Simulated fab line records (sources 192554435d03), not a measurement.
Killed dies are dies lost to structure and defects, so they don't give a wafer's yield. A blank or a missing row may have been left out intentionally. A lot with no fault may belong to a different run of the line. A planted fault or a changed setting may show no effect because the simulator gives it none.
Matching of chambers -- flow n5-finfet -- ald-hk-03 running N5_HKMG_FIN_ALD_74: 4 sister chambers
The step deposits La2O3, target thk 0.5 nm, pulse time 6 s, co reactant pulse time 1 s. 4 wafers are shown with their chamber, then 8 later ones without.

== WAFERS WITH THEIR CHAMBER ==
wafer,chamber,heater-power-w (W)
L086.2,1,388
L086.4,2,438
L086.5,3,274
L089.1,0,376

== WAFERS WHOSE CHAMBER IS MISSING ==
wafer,heater-power-w (W)
L089.4,381
L089.6,277
L095.1,383
L095.3,280
L095.4,429
L097.2,382
L097.3,372
L097.5,383

== CHAMBER TAKEN BY EACH ==
wafer,from the rows above,in truth
L089.4,can't be placed: 0 or 1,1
L089.6,3,3
L095.1,can't be placed: 1 or 0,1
L095.3,3,3
L095.4,2,2
L097.2,can't be placed: 0 or 1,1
L097.3,0,0
L097.5,can't be placed: 1 or 0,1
Correct placement for 4 of the 8. From these rows, 4 cannot be placed; in 4 the true chamber is one of the candidates. 0 placed wrongly.
How it was worked out, from the rows above alone: a wafer's distance from a chamber is the root of the sum, over the readings, of the square of ((its reading less the chamber's mean) divided by the reading's scatter). The wafer belongs to the nearest chamber; if the next one is less than 2 further off, it can't be placed. A chamber's mean is the mean of its shown wafers. The scatter (one wafer shown for each chamber): square how far every hidden wafer sits from the nearest shown wafer, average those squares and take the square root.
